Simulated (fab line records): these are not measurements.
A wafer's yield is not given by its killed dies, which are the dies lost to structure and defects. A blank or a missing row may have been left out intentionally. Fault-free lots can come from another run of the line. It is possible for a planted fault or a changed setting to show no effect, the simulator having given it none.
fab line records	flow n5Finfet
record: lots: 6	wafers: 18	lastDay: 17
route steps=1938 shown SD_EPI_P@298 BEOL_M4@1111 PASSIVATION@1936
lots that met no fault: taken from a fault-free run of the same line
startH: the number of hours between the record's first day and the start of the first shown wafer of the lot	waitH: how many hours have passed since the lot's step before this one	" unchanged from the row above	L1.1+2: one row covering several wafers at once	- no value present, or no start provided	* or withheld: withheld	< > ~ a bound
route shown NAME@n: NAME is a module with steps in the file, n the number in the route of the first one	usual: average and standard deviation across the fault-free wafers	same: alike in all rows	chamber/n: place in a boat	sites: readings site by site	_std_site: their standard deviation	_edge_site: outer sites' mean less inner sites'	radiusMm: how far each site lies from the wafer's centre	mask NAME#n: copy n	behind: tool/chamber where the wafer was last shaped	hold: reason for holding the lot/hours on hold/outcome of the hold	device: the transistor (n, p or np) that didn't switch	end of line: at the end of the route, the tests of the same wafers	step lacking rows: just its recipe	killed: the dies lost at the first sort to structure and to defects; this is not the yield of the wafer	map: dies across one wafer; x = killed, . = not, _ = none there
set.NAME: the setting that was run; set.NAME@STEP: the one run at that earlier step	model.NAME: the simulator's own value behind a step, which no gauge read
certain route steps with their lots: each step a table, each wafer a row
services: from which hour (startH, from the record's first day; less than 0 if before it) a tool's chamber was out of use, for how many hours, and why
== steps ==
step: N5_SD_EPI_P_EBR_05
recipe: solvent: PGMEA	ebrWidthMm: 1.5
step: N5_SD_EPI_P_SOFTBAKE_04
recipe: tempC: 110	timeS: 60	resist: CAR-ArF-block
step: N5_SD_EPI_P_EXPOSE_06
recipe: maskId: SD_P_BLK	na: 1.35	sourceShape: conventional	sigmaOuter: 0.8	polarization: unpolarized	targetCdNm: 240	doseMj: 39.5
step: N5_SD_EPI_P_PEB_07
recipe: pebTempC: 110	pebTimeS: 60	resist: CAR-ArF-block
step: N5_SD_EPI_P_DEVELOP_08
recipe: developTimeS: 30	developer: TMAH	resist: CAR-ArF-block	devTempC: 23	rinseLiquid: diw	dry: airSpin
step: N5_SD_EPI_P_CD_MEAS_09
recipe: targetCdNm: 240	landingEnergyEv: 500	detector: seInlens
usual: cdNm: 239.3/0.75
lot.wafer	tool	chamber	startH	waitH	cdNm
L666.1	cdSem-02	0	73.99	-	238.7
L666.3	"	0	"	"	238.9
L666.6	"	0	"	"	238.7
L675.2	cdSem-02	0	133.31	-	240.2
L675.5	"	0	"	"	239.9
L675.6	"	0	"	"	241.0
L676.1	cdSem-01	0	134.82	-	239.8
L676.2	"	0	"	"	241.1
L676.5	"	0	"	"	239.6
L678.1	cdSem-01	0	149.38	-	238.2
L678.2	"	0	"	"	238.5
L678.3	"	0	"	"	239.2
L683.3	cdSem-02	0	173.47	-	238.0
L683.4	"	0	"	"	238.2
L683.5	"	0	"	"	238.5
L684.2	cdSem-01	0	180.14	-	238.8
L684.3	"	0	"	"	239.1
L684.6	"	0	"	"	238.3
step: N5_SD_EPI_P_OVL_MEAS_10
recipe: pointsPerWafer: 44
usual: SD_P_BLK_OVL: 0.1/0.7
lot.wafer	tool	chamber	startH	waitH	SD_P_BLK_OVL[nm]
L666.1	overlay-01	0	74.02	0.0	0.9
L666.3	"	0	"	"	1.4
L666.6	"	0	"	"	-0.2
L675.2	overlay-02	0	133.34	0.0	-0.4
L675.5	"	0	"	"	-1.0
L675.6	"	0	"	"	-0.4
L676.1	overlay-02	0	134.85	0.0	0.2
L676.2	"	0	"	"	0.7
L676.5	"	0	"	"	1.5
L678.1	overlay-02	0	149.41	0.0	0.1
L678.2	"	0	"	"	0.8
L678.3	"	0	"	"	1.3
L683.3	overlay-01	0	173.49	0.0	1.4
L683.4	"	0	"	"	1.0
L683.5	"	0	"	"	1.3
L684.2	overlay-01	0	180.16	0.0	-0.1
L684.3	"	0	"	"	0.3
L684.6	"	0	"	"	0.3
step: N5_SD_EPI_P_INSPECT_11
recipe: mode: adi	inspectInstrument: macro
usual: rawDefectCount: 1.9/1.4
lot.wafer	tool	chamber	startH	waitH	rawDefectCount
L666.1	defectInspect-01	-	74.04	0.0	2
L666.3	"	-	"	"	1
L666.6	"	-	"	"	2
L675.2	defectInspect-02	-	133.36	0.0	2
L675.5	"	-	"	"	0
L675.6	"	-	"	"	1
L676.1	defectInspect-01	-	134.87	0.0	5
L676.2	"	-	"	"	0
L676.5	"	-	"	"	4
L678.1	defectInspect-01	-	149.44	0.0	1
L678.2	"	-	"	"	3
L678.3	"	-	"	"	2
L683.3	defectInspect-01	-	173.52	0.0	3
L683.4	"	-	"	"	3
L683.5	"	-	"	"	1
L684.2	defectInspect-01	-	180.19	0.0	1
L684.3	"	-	"	"	2
L684.6	"	-	"	"	1
step: N5_SD_EPI_P_DESCUM_14
recipe: chemistry: O2	timeS: 7.9	sourcePowerW: 50	biasPowerW: 20	pressureMtorr: 20	rfFrequencyHz: 2.712e+07	tempC: 40	resist: CAR-ArF-block	o2FlowSccm: 225
usual: biasPowerW: 20.00/0.061	drypumpMotorCurrentA: 5.6/0.54	o2FlowSccm: 225.0/0.66	oesProductAu: 0.76/0.087	rfVppV: 243.1/1.5	showerheadPlenumPTorr: 2.10/0.079	throttleValvePct: 20.43/0.27
lot.wafer	tool	chamber	startH	waitH	biasPowerW	drypumpMotorCurrentA	o2FlowSccm	oesProductAu	rfHoursCounterH	rfVppV	showerheadPlenumPTorr	throttleValvePct
L666.1	rieDiel-03	1	74.08	0.0	19.97	4.9	225.5	0.96	9	244.0	2.22	20.56
L666.3	"	2	"	"	19.99	6.6	224.3	0.79	121	243.9	2.20	20.35
L666.6	"	3	"	"	20.02	5.5	226.0	0.70	-	241.3	2.07	20.77
L675.2	rieDiel-05	3	133.49	0.1	20.04	5.0	223.7	0.69	235	242.0	2.04	20.00
L675.5	"	1	"	"	20.03	5.8	224.9	0.70	-	241.7	1.98	20.39
L675.6	"	2	"	"	19.98	5.7	226.1	0.67	-	244.1	2.16	20.08
L676.1	rieDiel-05	2	134.90	0.0	20.05	5.7	225.2	0.67	223	245.9	2.16	20.06
L676.2	"	3	"	"	19.94	5.0	224.7	0.68	235	243.2	2.04	20.01
L676.5	"	0	"	"	19.98	5.5	225.6	0.91	-	242.0	2.13	19.82
L678.1	rieDiel-04	0	149.47	0.0	19.94	5.1	225.1	0.71	199	240.9	1.99	20.28
L678.2	"	3	"	"	19.96	6.1	223.2	0.77	117	242.4	2.03	20.44
L678.3	"	2	"	"	20.03	6.3	224.6	0.70	209	242.8	2.08	20.69
L683.3	rieDiel-04	3	173.55	0.0	19.98	6.1	225.4	0.78	124	243.2	2.02	20.46
L683.4	"	2	"	"	20.06	6.3	224.7	0.70	216	242.2	2.07	20.72
L683.5	"	3	"	"	19.96	6.1	225.2	0.77	-	241.6	2.02	20.45
L684.2	rieDiel-03	1	180.34	0.1	19.90	4.9	225.1	0.87	45	244.6	2.21	20.62
L684.3	"	0	"	"	20.05	5.6	225.7	0.68	246	243.9	2.07	20.70
L684.6	"	2	"	"	19.90	6.6	224.3	0.76	-	245.5	2.19	20.42
step: N5_SD_EPI_P_ETCH_36
recipe: chemistry: CF4	target: SiARC	targetDepthA: 455	maskMaterial: CAR-ArF-block	timeS: 75.8	ionEnergyEv: 80	pressureMtorr: 40	sourceW: 545	biasW: 36	Ar_flow_sccm: 100	cf4FlowSccm: 100	ends: cleared
usual: drypumpMotorCurrentA: 5.6/0.54	etchRfOnTimeS: 75.5/1.7	oesProductAu: 0.65/0.072	rfVppV: 184.1/1.3	showerheadPlenumPTorr: 2.14/0.075	throttleValvePct: 15.60/0.23
lot.wafer	tool	chamber	startH	waitH	drypumpMotorCurrentA	etchRfOnTimeS	oesProductAu	rfHoursCounterH	rfVppV	showerheadPlenumPTorr	throttleValvePct
L666.1	rieDiel-03	1	74.11	0.0	4.9	75.0	0.81	9	186.2	2.27	15.65
L666.3	"	2	"	"	6.6	75.8	0.68	121	185.2	2.22	15.42
L666.6	"	3	"	"	5.4	75.5	0.61	-	184.4	2.12	15.92
L675.2	rieDiel-05	3	133.52	0.0	5.0	74.4	0.59	235	182.5	2.10	15.34
L675.5	"	1	"	"	5.8	80.7	0.59	-	182.4	2.03	15.54
L675.6	"	2	"	"	5.7	77.0	0.57	-	185.8	2.21	15.44
L676.1	rieDiel-05	2	134.94	0.0	5.7	76.0	0.58	223	185.5	2.21	15.45
L676.2	"	3	"	"	5.0	74.6	0.60	235	183.9	2.10	15.40
L676.5	"	0	"	"	5.5	75.9	0.78	-	183.6	2.18	15.03
L678.1	rieDiel-04	0	149.51	0.0	5.1	75.2	0.61	199	184.5	2.04	15.51
L678.2	"	3	"	"	6.0	74.7	0.67	117	184.2	2.07	15.61
L678.3	"	2	"	"	6.3	73.1	0.62	209	183.3	2.12	15.90
L683.3	rieDiel-04	3	173.59	0.0	6.1	76.0	0.67	124	182.9	2.07	15.64
L683.4	"	2	"	"	6.3	74.7	0.61	216	183.5	2.12	15.90
L683.5	"	3	"	"	6.1	76.3	0.67	-	183.6	2.07	15.63
L684.2	rieDiel-03	1	180.37	0.0	4.9	75.5	0.74	45	187.4	2.25	15.71
L684.3	"	0	"	"	5.6	74.5	0.59	246	184.4	2.11	15.87
L684.6	"	2	"	"	6.6	75.8	0.65	-	184.2	2.21	15.51
step: N5_SD_EPI_P_ETCH_37
recipe: chemistry: N2/H2	target: SOC	overetchA: 1080	maskMaterial: SiARC	tempC: 40	ionEnergyEv: 100	sourceW: 3000	biasW: 133	pressureMtorr: 20	timeS: 486	n2FlowSccm: 200	h2FlowSccm: 200	ends: endPoint
usual: drypumpMotorCurrentA: 5.6/0.54	h2FlowSccm: 200.0/0.58	oesProductAu: 0.68/0.072	rfVppV: 240.6/1.5	showerheadPlenumPTorr: 2.54/0.095	throttleValvePct: 23.8/0.47
lot.wafer	tool	chamber	startH	waitH	drypumpMotorCurrentA	h2FlowSccm	oesProductAu	rfHoursCounterH	rfVppV	showerheadPlenumPTorr	throttleValvePct
L666.1	rieDiel-03	1	74.17	0.0	4.9	200.7	0.83	9	243.2	2.71	24.3
L666.3	"	2	"	"	6.6	200.8	0.70	121	241.8	2.64	23.4
L666.6	"	3	"	"	5.5	200.0	0.64	-	239.8	2.51	24.3
L675.2	rieDiel-05	3	133.58	0.0	5.0	200.0	0.62	235	240.4	2.49	23.4
L675.5	"	1	"	"	5.8	200.4	0.64	-	238.7	2.42	24.2
L675.6	"	2	"	"	5.7	200.3	0.61	-	241.6	2.60	23.0
L676.1	rieDiel-05	2	135.00	0.0	5.7	200.2	0.61	223	243.6	2.60	23.0
L676.2	"	3	"	"	5.0	200.1	0.62	236	240.1	2.49	23.4
L676.5	"	0	"	"	5.5	200.6	0.82	-	240.4	2.57	22.9
L678.1	rieDiel-04	0	149.56	0.0	5.1	199.2	0.64	199	237.7	2.41	23.6
L678.2	"	3	"	"	6.0	199.1	0.70	117	239.9	2.45	23.6
L678.3	"	2	"	"	6.3	200.7	0.64	209	239.7	2.52	24.3
L683.3	rieDiel-04	3	173.64	0.0	6.1	199.8	0.69	124	238.5	2.44	23.6
L683.4	"	2	"	"	6.3	200.0	0.63	216	239.7	2.52	24.3
L683.5	"	3	"	"	6.1	200.6	0.70	-	240.0	2.44	23.6
L684.2	rieDiel-03	1	180.43	0.0	4.9	199.4	0.76	45	242.9	2.69	24.3
L684.3	"	0	"	"	5.7	200.9	0.61	246	242.0	2.49	24.1
L684.6	"	2	"	"	6.6	200.6	0.69	-	243.1	2.62	23.4
step: N5_SD_EPI_P_STRIP_38
recipe: chemistry: N2/H2	tempC: 40	n2FlowSccm: 200	h2FlowSccm: 200	rfFrequencyHz: 6e+07
step: N5_SD_EPI_P_ETCHBACK_46
recipe: chemistry: CH3F/O2	mode: anisotropicEtchback	target: SiNx	targetDepthA: 175	stopOn: SiO2	overEtchFrac: 0.3	ionEnergyEv: 120	pressureMtorr: 30	sourceW: 395	biasW: 73	Ar_flow_sccm: 150	CH3F_flow_sccm: 30	O2_flow_sccm: 20
usual: CH3F_flow_sccm: 30.01/0.094	drypumpMotorCurrentA: 5.6/0.54	oesProductAu: 0.65/0.07	overEtchFrac: 0.3/0	rfVppV: 294/5.1	showerheadPlenumPTorr: 2.00/0.073	throttleValvePct: 16.33/0.22
lot.wafer	tool	chamber	startH	waitH	CH3F_flow_sccm	drypumpMotorCurrentA	oesProductAu	overEtchFrac	rfHoursCounterH	rfVppV	showerheadPlenumPTorr	throttleValvePct
L666.1	rieDiel-03	1	74.49	0.0	29.87	4.9	0.80	0.3	9	300	2.12	16.37
L666.3	"	2	"	"	29.91	6.6	0.67	0.3	121	298	2.08	16.17
L666.6	"	3	"	"	29.86	5.4	0.61	0.3	-	291	1.98	16.64
L675.2	rieDiel-05	3	133.90	0.0	29.80	5.0	0.56	0.45488	235	288	1.97	16.09
L675.5	"	1	"	"	29.86	5.8	0.61	0.3	-	293	1.90	16.36
L675.6	"	2	"	"	30.05	5.7	0.58	0.3	-	297	2.06	16.10
L676.1	rieDiel-05	2	135.32	0.0	30.03	5.7	0.58	0.3	223	297	2.06	16.10
L676.2	"	3	"	"	29.94	5.0	0.56	0.45488	236	288	1.97	16.11
L676.5	"	0	"	"	30.12	5.5	0.78	0.3	-	296	2.04	15.80
L678.1	rieDiel-04	0	149.89	0.0	30.03	5.1	0.61	0.3	199	302	1.90	16.24
L678.2	"	3	"	"	30.18	6.1	0.67	0.3	117	288	1.92	16.28
L678.3	"	2	"	"	29.85	6.3	0.61	0.3	209	287	1.97	16.55
L683.3	rieDiel-04	3	173.97	0.0	29.94	6.1	0.66	0.3	124	287	1.92	16.30
L683.4	"	2	"	"	29.88	6.3	0.60	0.3	216	289	1.97	16.55
L683.5	"	3	"	"	30.01	6.1	0.66	0.3	-	288	1.92	16.27
L684.2	rieDiel-03	1	180.75	0.0	30.04	4.9	0.73	0.3	46	299	2.11	16.46
L684.3	"	0	"	"	29.97	5.6	0.59	0.3	246	291	1.96	16.57
L684.6	"	2	"	"	30.06	6.6	0.65	0.3	-	299	2.07	16.28
step: N5_SD_EPI_P_ETCH_47
recipe: chemistry: CH3F/O2	target: SiOCN	targetDepthA: 250	maskMaterial: SOC	ionEnergyEv: 60	biasW: 29	pressureMtorr: 30	sourceW: 410	Ar_flow_sccm: 150	CH3F_flow_sccm: 30	O2_flow_sccm: 20
usual: CH3F_flow_sccm: 30.00/0.084	drypumpMotorCurrentA: 5.6/0.54	oesProductAu: 0.76/0.085	rfVppV: 126.1/2.2	showerheadPlenumPTorr: 2.00/0.073	throttleValvePct: 16.30/0.22
lot.wafer	tool	chamber	startH	waitH	CH3F_flow_sccm	drypumpMotorCurrentA	oesProductAu	rfHoursCounterH	rfVppV	showerheadPlenumPTorr	throttleValvePct
L666.1	rieDiel-03	1	74.59	0.1	29.98	4.9	0.93	9	127.9	2.12	16.34
L666.3	"	2	"	"	30.08	6.6	0.80	121	128.3	2.08	16.15
L666.6	"	3	"	"	30.06	5.4	0.70	-	124.6	1.98	16.63
L675.2	rieDiel-05	3	134.00	0.1	30.02	5.0	0.69	235	123.8	1.97	16.11
L675.5	"	1	"	"	30.01	5.8	0.70	-	124.3	1.90	16.32
L675.6	"	2	"	"	30.08	5.7	0.68	-	128.2	2.06	16.08
L676.1	rieDiel-05	2	135.42	0.1	30.07	5.7	0.67	223	127.6	2.06	16.08
L676.2	"	3	"	"	29.92	5.0	0.69	236	123.8	1.97	16.10
L676.5	"	0	"	"	29.96	5.5	0.92	-	125.8	2.04	15.76
L678.1	rieDiel-04	0	149.99	0.1	30.02	5.1	0.71	199	129.2	1.90	16.21
L678.2	"	3	"	"	30.12	6.0	0.78	117	123.2	1.92	16.27
L678.3	"	2	"	"	30.03	6.3	0.71	209	124.6	1.97	16.53
L683.3	rieDiel-04	3	174.07	0.1	30.07	6.1	0.77	124	124.2	1.92	16.27
L683.4	"	2	"	"	29.98	6.3	0.70	216	124.4	1.97	16.55
L683.5	"	3	"	"	30.07	6.0	0.78	-	121.7	1.92	16.25
L684.2	rieDiel-03	1	180.85	0.1	29.76	4.9	0.86	46	127.4	2.11	16.43
L684.3	"	0	"	"	30.14	5.6	0.68	246	124.8	1.96	16.55
L684.6	"	2	"	"	30.21	6.6	0.76	-	127.9	2.07	16.25
step: N5_BEOL_M4_RC_MEAS_101
usual: DIBL_N: 36.1/1.5	DIBL_P: 36.1/1.9	IOFF_N: 0.159/0.029	IOFF_P: 0.21/0.038	ION_N: 675/11	ION_P: 464/8.1	SS_N: 71.5/0.57	SS_P: 73.3/0.64	VT_N: 249/3.1	VT_P: -250/3.8
lot.wafer	tool	chamber	startH	waitH	DIBL_N[mV/V]	DIBL_P[mV/V]	IOFF_N[nA/um]	IOFF_P[nA/um]	ION_N[uA/um]	ION_P[uA/um]	SS_N[mV/dec]	SS_P[mV/dec]	VT_N[mV]	VT_P[mV]
L666.1	prober-01	0	177.38	0.0	39.6	37.8	0.197	0.25	674	466	72.4	73.6	247	-246
L666.3	"	0	"	"	38.7	38.8	0.193	0.27	679	469	71.7	73.3	247	-245
L666.6	"	0	"	"	35.5	33.8	0.126	0.18	653	450	71.8	72.7	254	-250
L675.2	prober-01	0	245.64	0.2	36.0	35.3	0.134	0.18	667	459	71.6	72.8	253	-252
L675.5	"	0	"	"	32.2	31.4	0.091	0.13	653	449	69.2	71.7	256	-255
L675.6	"	0	"	"	34.5	33.7	0.123	0.16	668	450	70.8	72.7	253	-254
L676.1	prober-01	0	248.35	0.0	36.7	37.0	0.166	0.22	682	465	71.9	73.0	248	-248
L676.2	"	0	"	"	36.1	36.8	0.141	0.21	680	466	71.0	73.6	252	-249
L676.5	"	0	"	"	34.4	34.9	0.118	0.18	662	458	71.3	73.1	254	-251
L678.1	prober-01	0	255.01	0.0	36.6	35.9	0.169	0.20	678	454	71.3	73.2	247	-255
L678.2	"	0	"	"	34.8	34.1	0.151	0.19	678	463	70.5	73.4	251	-252
L678.3	"	0	"	"	37.9	37.3	0.196	0.24	688	465	71.3	73.2	249	-250
L683.3	prober-01	0	281.61	0.3	36.0	36.2	0.162	0.25	686	475	71.7	72.9	249	-242
L683.4	"	0	"	"	34.5	34.2	0.131	0.21	674	467	71.0	71.9	248	-245
L683.5	"	0	"	"	35.5	35.1	0.150	0.23	684	477	72.2	73.2	251	-246
L684.2	prober-02	0	300.79	0.2	36.5	37.5	0.160	0.21	679	460	71.0	74.1	250	-253
L684.3	"	0	"	"	36.1	37.1	0.158	0.20	669	453	71.5	73.8	250	-253
L684.6	"	0	"	"	34.9	36.2	0.147	0.19	671	456	71.0	73.5	249	-254
step: N5_PASSIVATION_PROBE_49
usual: defectLimitedYield: 91.5/1.6	killed_at_M0_to_M3: 33/10	killed_at_M4_up: 13/5.6	killedAtContacts: 13/6	killedAtFrontEnd: 39/12	killedAtOther: 3.0/2.8	killedDies: 101/19	killedOnRim: 13/4	killedOpen: 65/13	killedShort: 32/8.3	sort_bin_5_function: 5.0/1	sort_bin_6_memory: 3.1/0.69	sortNPass: 1079/19	sortYieldPct: 91.5/1.6
same: grossDies: 1180	killedAtBackSide: 0	sort_bin_4_leakage[%]: 0	sort_bin_8_speed[%]: 0
lot.wafer	tool	chamber	startH	waitH	defectLimitedYield[%]	killed_at_M0_to_M3	killed_at_M4_up	killedAtContacts	killedAtFrontEnd	killedAtOther	killedDies	killedOnRim	killedOpen	killedShort	sort_bin_5_function[%]	sort_bin_6_memory[%]	sortNPass	sortYieldPct[%]
L675.2	prober-01	-	346.87	0.1	93.1	40	5	8	28	0	81	12	53	25	4.1	2.6	1099	93.1
L675.5	prober-01	-	347.02	0.2	92.8	21	7	8	49	0	85	15	53	31	4.0	3.0	1095	92.8
L675.6	prober-01	-	347.07	0.3	91.8	28	15	11	43	0	97	11	66	29	4.7	3.3	1083	91.8
L676.1	prober-02	-	353.76	0.0	90.3	27	17	10	60	1	115	11	69	43	5.5	3.8	1065	90.3
L676.2	prober-02	-	353.81	0.1	92.3	38	5	10	37	1	91	8	57	32	4.7	2.6	1089	92.3
L676.5	prober-02	-	353.96	0.2	92.6	21	7	7	45	7	87	6	58	27	4.0	3.2	1093	92.6
L684.6	prober-01	-	398.18	0.3	89.9	34	18	22	41	4	119	13	72	40	6.1	3.6	1061	89.9
killed by level:class
L675.2 BEOL_M0_SAQP:geometricParticle:open=10 FIN_SAQP:geometricParticle:open=9 BEOL_M0_SAQP:geometricParticle:short=8 MOL_CONTACT_COAG:geometricParticle:open=7 BEOL_M1:geometricParticle:short=5 BEOL_M2:geometricParticle:open=5 BEOL_M1:geometricParticle:open=4 FIN_SAQP:geometricParticle:short=3
L675.5 FIN_SAQP:geometricParticle:short=12 FIN_SAQP:geometricParticle:open=11 MOL_CONTACT_COAG:geometricParticle:open=8 BEOL_M0_SAQP:geometricParticle:short=6 GATE_CUT:geometricParticle:open=6 BEOL_M1:geometricParticle:open=5 BEOL_M3:geometricParticle:open=5 DUMMY_GATE:geometricParticle:open=4
L675.6 FIN_SAQP:geometricParticle:open=16 MOL_CONTACT_COAG:geometricParticle:open=11 FIN_SAQP:geometricParticle:short=10 STI_FIN_REVEAL:geometricParticle:open=6 BEOL_M0_SAQP:geometricParticle:open=5 BEOL_M0_SAQP:geometricParticle:short=5 BEOL_M1:geometricParticle:open=5 BEOL_M2:geometricParticle:open=5
L676.1 FIN_SAQP:geometricParticle:short=15 FIN_SAQP:geometricParticle:open=9 BEOL_M4:geometricParticle:open=9 MOL_CONTACT_COAG:geometricParticle:open=8 DUMMY_GATE:geometricParticle:open=7 GATE_CUT:geometricParticle:short=7 BEOL_M2:geometricParticle:open=6 STI_FIN_REVEAL:geometricParticle:open=5
L676.2 BEOL_M2:geometricParticle:open=11 FIN_SAQP:geometricParticle:open=10 GATE_CUT:geometricParticle:short=7 MOL_CONTACT_COAG:geometricParticle:open=7 BEOL_M3:geometricParticle:open=7 FIN_SAQP:geometricParticle:short=6 BEOL_M1:geometricParticle:open=6 BEOL_M2:geometricParticle:short=4
L676.5 FIN_SAQP:geometricParticle:open=12 FIN_SAQP:geometricParticle:short=11 BEOL_M2:geometricParticle:open=9 GATE_CUT:geometricParticle:short=7 GATE_CUT:geometricParticle:open=7 BEOL_M4:geometricParticle:open=6 MOL_CONTACT_COAG:geometricParticle:open=5 DUMMY_GATE:geometricParticle:open=4
L684.6 MOL_CONTACT_COAG:geometricParticle:open=15 STI_FIN_REVEAL:geometricParticle:open=10 BEOL_M0_SAQP:geometricParticle:open=9 FIN_SAQP:geometricParticle:open=7 BEOL_M0_SAQP:geometricParticle:short=7 MOL_CONTACT_COAG:geometricParticle:short=7 STI_FIN_REVEAL:geometricParticle:short=4 BEOL_M2:geometricParticle:open=4
== services ==
tool	chamber	startH	hours	kind
rieDiel-04	1	53.11	2.4	repair
rieDiel-03	3	162.99	-	clean
rieDiel-03	3	162.99	-	consumableReplace:focusRing
rieDiel-03	3	162.99	17.8	scheduledDown
rieDiel-03	3	162.99	17.8	ventCycle
rieDiel-05	3	180.01	-	clean
rieDiel-05	3	180.01	-	consumableReplace:focusRing
rieDiel-05	3	180.01	23.3	scheduledDown
rieDiel-05	3	180.01	23.3	ventCycle
== key ==
firstSign: step: N5_SD_EPI_P_ETCHBACK_46	reading: overEtchFrac	direction: up	sigmas: 99+	usual: 0.3	struck: 0.45488
effect none on later readings
metAt N5_SD_EPI_P_ETCHBACK_46
struckWafers L675.2,L676.2
fault: kind: processParameterDrift	tool: rieDiel-05	chamber: 3	onsetH: 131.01	steps: N5_SD_EPI_P_ETCHBACK_46	channel: overEtchFrac	offset: 0.15488	shape: step	endH: 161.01	actsIn: theseRecipesOnly	stated: 0.3
